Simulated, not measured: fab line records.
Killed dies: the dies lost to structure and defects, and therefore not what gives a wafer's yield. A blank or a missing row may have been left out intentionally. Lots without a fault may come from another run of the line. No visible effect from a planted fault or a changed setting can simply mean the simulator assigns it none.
Chamber matching	flow n5 finfet	4 sister chambers for N5_BEOL_M10_VIA_ETCH_34 on rie diel-04
The step etches SiCOH lowk in C4F6/O2, target depth 184.5 nm, time 69.2 s. 8 wafers are shown with their chamber, then 12 later ones without.

== WAFERS, EACH WITH ITS CHAMBER ==
wafer	chamber	drypump motor current A (A)	rf vpp V (V)
L086.2	3	6.0	674
L085.1	0	5.6	668
L085.3	3	6.1	674
L090.2	2	5.3	648
L090.5	1	5.5	655
L092.2	0	5.6	670
L092.4	1	5.5	654
L092.6	2	5.3	647

== WAFERS WHOSE CHAMBER IS MISSING ==
wafer	drypump motor current A (A)	rf vpp V (V)
L094.1	5.3	646
L094.2	5.6	669
L094.3	5.5	655
L096.2	5.3	646
L096.3	5.5	656
L096.5	5.3	648
L097.1	5.5	655
L097.2	6.0	673
L097.3	5.3	647
L097.4	5.6	670
L097.5	5.5	655
L097.6	5.6	670

== WHICH CHAMBER EACH ONE RAN IN ==
wafer	from the rows above	in truth
L094.1	2	2
L094.2	0	0
L094.3	1	1
L096.2	2	2
L096.3	1	1
L096.5	2	2
L097.1	1	1
L097.2	3	3
L097.3	2	2
L097.4	0	0
L097.5	1	1
L097.6	0	0
12 of 12 placed correctly. From these rows, 0 cannot be placed. 0 placed wrongly.
How it was worked out, from the rows above alone: a wafer's distance from a chamber is the root of the sum, over the readings, of the square of ((its reading less the chamber's mean) divided by the reading's scatter). If the next closest chamber is less than 2 further off than the closest, the wafer can't be placed; otherwise it belongs to the closest. Each chamber's mean is taken over the wafers shown for it. The scatter: take each reading less its chamber's mean, square it, sum over the shown wafers, divide by the number of wafers less the number of chambers, and take the root.
